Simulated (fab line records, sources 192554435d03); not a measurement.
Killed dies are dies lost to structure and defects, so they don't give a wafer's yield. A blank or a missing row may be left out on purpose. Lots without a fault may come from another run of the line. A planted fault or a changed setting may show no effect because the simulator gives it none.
Problem report in the 8D (eight disciplines) form, filled by code | flow n5_finfet | the parts of the form that need people (team, actions taken, sign-off) are left out

1. THE PROBLEM
trench_depth_nm at N5_BEOL_M11_OCD_MEAS_38 reads a mean of 0 nm on 6 wafers of 2 lots; wafers without a fault read 148 nm with a standard deviation of 3.8. That is -39 standard deviations from the usual mean.
First seen on wafer L519.1, day 16 16:29, on ocd-01. The record holds 27 wafers of 9 lots with a number at this step. Rule for "out", or "out of limits": more than 4 standard deviations from the usual mean. The other wafers with a number count as sound.

2. WHAT IT IS AND WHAT IT IS NOT
question                    | is                     | is not
which readings at this step | trench_depth_nm        | -
which lots                  | L519, L521             | L505, L507, L509, L510, L522, L523, L524
which wafers of those lots  | all that have a number | -
read on which gauges        | ocd-01                 | ocd-02
when                        | from day 16 16:29      | up to then (12 sound wafers); but 9 sound wafers of L522, L523, L524 came after

3. SUSPECTS, AND WHAT RULES EACH OUT
Counting: a tool at a process step up to the reading stays a suspect if it ran every lot that is out and no sound lot after the first of them.
- the gauge at N5_BEOL_M11_OCD_MEAS_38: ruled out. All the wafers that are out were read on ocd-01, but those of them that N5_PASSIVATION_PROBE_49 has rows for are out there too, on other tools.
- rie_diel-06 at N5_BEOL_M11_DESCUM_33 (chemistry O2, time 7.9 s): ruled out as a lasting fault. Sound lots L524, L522 ran on it after its first lot that is out, L519 (day 16 15:59).
- rie_diel-06 at N5_BEOL_M11_TRENCH_ETCH_37 (etches SiCOH lowk in C4F6/O2, target depth 148.83 nm, time 48 s): ruled out as a lasting fault. Sound lots L524, L522 ran on it after its first lot that is out, L519 (day 16 16:18).
Left after counting: nothing in the record.

4. THE CAUSE (what the simulator had put in)
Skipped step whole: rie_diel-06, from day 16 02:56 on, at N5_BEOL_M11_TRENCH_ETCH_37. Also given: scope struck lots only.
Counting ruled it out, wrongly: the rule takes a fault to strike every lot that its tool runs from its start on, and this one did not.

5. THE CHAIN OF EFFECTS, in route order
Each row: a reading whose mean over the struck wafers that have a number lies more than 3 standard deviations from the usual. Only readings for which the record gives a usual standard deviation are gone through. hours: the time from each lot's start at the first step in this table that gives one to its start at this step, as a median over the lots. sigmas: the change in usual standard deviations.
hours | step                    | reading              | usual  | on struck wafers | change | sigmas
0     | N5_BEOL_M11_OCD_MEAS_38 | trench_depth_nm      | 148 nm | 0                | -148   | -39
44    | N5_PASSIVATION_PROBE_49 | defect_limited_yield | 91.3 % | 0.0              | -91.3  | -65
44    | N5_PASSIVATION_PROBE_49 | killed_at_M4_up      | 15     | 1095             | +1080  | +99 or more
44    | N5_PASSIVATION_PROBE_49 | killed_dies          | 102    | 1180             | +1078  | +63
44    | N5_PASSIVATION_PROBE_49 | killed_on_rim        | 13     | 152              | +139   | +34
44    | N5_PASSIVATION_PROBE_49 | sort_bin_5_function  | 5.1 %  | 96.8             | +91.7  | +99 or more
44    | N5_PASSIVATION_PROBE_49 | sort_n_pass          | 1078   | 0                | -1078  | -63
44    | N5_PASSIVATION_PROBE_49 | sort_yield_pct       | 91.3 % | 0.0              | -91.3  | -65
The process steps in it:
- N5_PASSIVATION_PROBE_49
Readings that are blank on the struck wafers while sound wafers have them: C4F6_flow_sccm at N5_BEOL_M11_TRENCH_ETCH_37; O2_flow_sccm at N5_BEOL_M11_TRENCH_ETCH_37; drypump_motor_current_A at N5_BEOL_M11_TRENCH_ETCH_37; oes_o_777_au at N5_BEOL_M11_TRENCH_ETCH_37; oes_product_au at N5_BEOL_M11_TRENCH_ETCH_37; rf_vpp_V at N5_BEOL_M11_TRENCH_ETCH_37; showerhead_plenum_p_Torr at N5_BEOL_M11_TRENCH_ETCH_37; throttle_valve_pct at N5_BEOL_M11_TRENCH_ETCH_37.
Later measuring or inspecting steps at which every struck wafer that the step has a row for has a number for every such reading, and none has moved that far: N5_BEOL_M11_CD_MEAS_35.

6. WHAT WOULD HAVE CAUGHT IT SOONER
In this record the first reading out of limits at a measuring or inspecting step was taken at day 16 16:29, 14 hours after the fault began at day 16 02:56.
At N5_BEOL_M11_TRENCH_ETCH_37 the tool's readings are blank on the struck wafers, where sound wafers have them: an empty tool record is the first sign, and it was there at once.
